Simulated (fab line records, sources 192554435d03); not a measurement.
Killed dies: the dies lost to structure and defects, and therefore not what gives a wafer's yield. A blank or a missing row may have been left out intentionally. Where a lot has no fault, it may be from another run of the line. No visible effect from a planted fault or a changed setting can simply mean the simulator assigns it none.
Matching of chambers || flow n5-finfet || 3 sister chambers for N5_BEOL_M10_ILD_DEP_00 on pecvd-03
The step deposits SiCOH lowk from DEMS/porogen, target thk 308.51 nm, time 58 s. 3 wafers are shown with their chamber, then 10 later ones without.

WAFERS, EACH WITH ITS CHAMBER
{"wafer": "L081.5", "chamber": 0, "throttle-valve-pct (%)": 12.2}
{"wafer": "L084.2", "chamber": 1, "throttle-valve-pct (%)": 15.2}
{"wafer": "L084.3", "chamber": 2, "throttle-valve-pct (%)": 11.7}

WAFERS WITH NO CHAMBER GIVEN
{"wafer": "L084.4", "throttle-valve-pct (%)": 15.2}
{"wafer": "L088.2", "throttle-valve-pct (%)": 11.9}
{"wafer": "L088.4", "throttle-valve-pct (%)": 12.9}
{"wafer": "L088.6", "throttle-valve-pct (%)": 11.6}
{"wafer": "L089.1", "throttle-valve-pct (%)": 11.8}
{"wafer": "L089.2", "throttle-valve-pct (%)": 15.1}
{"wafer": "L089.3", "throttle-valve-pct (%)": 12.7}
{"wafer": "L092.3", "throttle-valve-pct (%)": 11.9}
{"wafer": "L092.4", "throttle-valve-pct (%)": 12.6}
{"wafer": "L092.5", "throttle-valve-pct (%)": 14.9}

WHICH CHAMBER EACH ONE RAN IN
{"wafer": "L084.4", "from the rows above": 1, "in truth": 1}
{"wafer": "L088.2", "from the rows above": "can't be placed: 2 or 0", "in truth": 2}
{"wafer": "L088.4", "from the rows above": "can't be placed: 0 or 2", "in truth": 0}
{"wafer": "L088.6", "from the rows above": "can't be placed: 2 or 0", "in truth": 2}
{"wafer": "L089.1", "from the rows above": "can't be placed: 2 or 0", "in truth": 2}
{"wafer": "L089.2", "from the rows above": 1, "in truth": 1}
{"wafer": "L089.3", "from the rows above": "can't be placed: 0 or 2", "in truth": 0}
{"wafer": "L092.3", "from the rows above": "can't be placed: 2 or 0", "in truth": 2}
{"wafer": "L092.4", "from the rows above": "can't be placed: 0 or 2", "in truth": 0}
{"wafer": "L092.5", "from the rows above": 1, "in truth": 1}
Placed correctly: 3 of 10. Cannot be placed on the basis of these rows: 7; the candidates contain the true chamber in 7. Placed wrongly: 0.
How it was worked out, from the rows above alone: a wafer's distance from a chamber is the root of the sum, over the readings, of the square of ((its reading less the chamber's mean) divided by the reading's scatter). The wafer belongs to the nearest chamber; if the next one is less than 2 further off, it can't be placed. Each chamber's mean is taken over the wafers shown for it. The scatter: with one shown wafer a chamber, the root of the mean of the squares of how far each hidden wafer lies from its nearest shown one.
